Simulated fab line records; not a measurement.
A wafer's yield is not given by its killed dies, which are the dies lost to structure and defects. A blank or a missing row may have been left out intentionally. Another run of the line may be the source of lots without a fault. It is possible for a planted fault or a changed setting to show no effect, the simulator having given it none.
Matching of chambers | flow n5_finfet | N5_BEOL_M4_CMP_52 on cmp-04 has 4 sister chambers
The step polishes, stops on SiOC, t overpolish 6.8 s, target thk 40 nm. 14 wafers are shown with their chamber, then 7 later ones without.

== WAFERS, EACH WITH ITS CHAMBER ==
wafer  | chamber | motor_current_A (A) | time_to_endpoint_s (s) | barrier_field_endpoint_s (s)
L078.1 | 0       | 6.3                 | 66                     | 24.7
L078.3 | 2       | 5.3                 | 65                     | 24.8
L078.6 | 3       | 6.0                 | 72                     | 25.6
L077.1 | 3       | 6.8                 | 70                     | 26.1
L077.4 | 2       | 5.4                 | 61                     | 24.8
L077.5 | 2       | 5.2                 | 62                     | 25.1
L081.2 | 0       | 6.3                 | 65                     | 25.8
L081.3 | 3       | 6.6                 | 69                     | 26.4
L081.4 | 1       | 6.9                 | 62                     | 25.1
L085.1 | 3       | 6.4                 | 67                     | 25.6
L085.2 | 0       | 6.0                 | 62                     | 24.9
L085.4 | 1       | 6.9                 | 62                     | 25.4
L087.1 | 3       | 6.2                 | 70                     | 26.6
L087.2 | 0       | 5.8                 | 66                     | 25.3

SIGNATURES, as means of the wafers listed above
reading                  | chamber 0 | chamber 1 | chamber 2 | chamber 3 | scatter within a chamber
motor_current_A          | 6.100     | 6.900     | 5.300     | 6.400     | 0.245
time_to_endpoint_s       | 64.75     | 62.00     | 62.67     | 69.60     | 1.81
barrier_field_endpoint_s | 25.175    | 25.250    | 24.900    | 26.060    | 0.406
Rule: for a wafer and a chamber, the distance is found by dividing, reading by reading, the gap between the wafer's reading and the chamber's mean by the reading's scatter, squaring, summing and taking the root. The wafer belongs to the nearest chamber; if the next one is less than 2 further off, it can't be placed. How the scatter is found: for the shown wafers, subtract from each reading the mean of its chamber, square and add these, divide the total by (wafers less chambers), then take the root.

== WAFERS WHOSE CHAMBER IS MISSING ==
wafer  | motor_current_A (A) | time_to_endpoint_s (s) | barrier_field_endpoint_s (s)
L087.4 | 5.3                 | 66                     | 25.8
L089.1 | 5.3                 | 67                     | 25.3
L089.2 | 6.6                 | 72                     | 26.5
L089.6 | 6.6                 | 71                     | 26.1
L092.1 | 6.5                 | 71                     | 25.9
L092.3 | 6.2                 | 69                     | 26.0
L092.5 | 5.1                 | 69                     | 24.8

== EACH ONE'S CHAMBER ==
wafer  | from the rows above     | in truth
L087.4 | can't be placed: 2 or 0 | 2
L089.1 | can't be placed: 2 or 0 | 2
L089.2 | 3                       | 3
L089.6 | 3                       | 3
L092.1 | 3                       | 3
L092.3 | 3                       | 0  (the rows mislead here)
L092.5 | can't be placed: 2 or 0 | 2
Placed correctly: 3 of 7. Can't be placed from these rows: 3 (the true chamber is among the candidates in 3). Wrongly placed: 1.
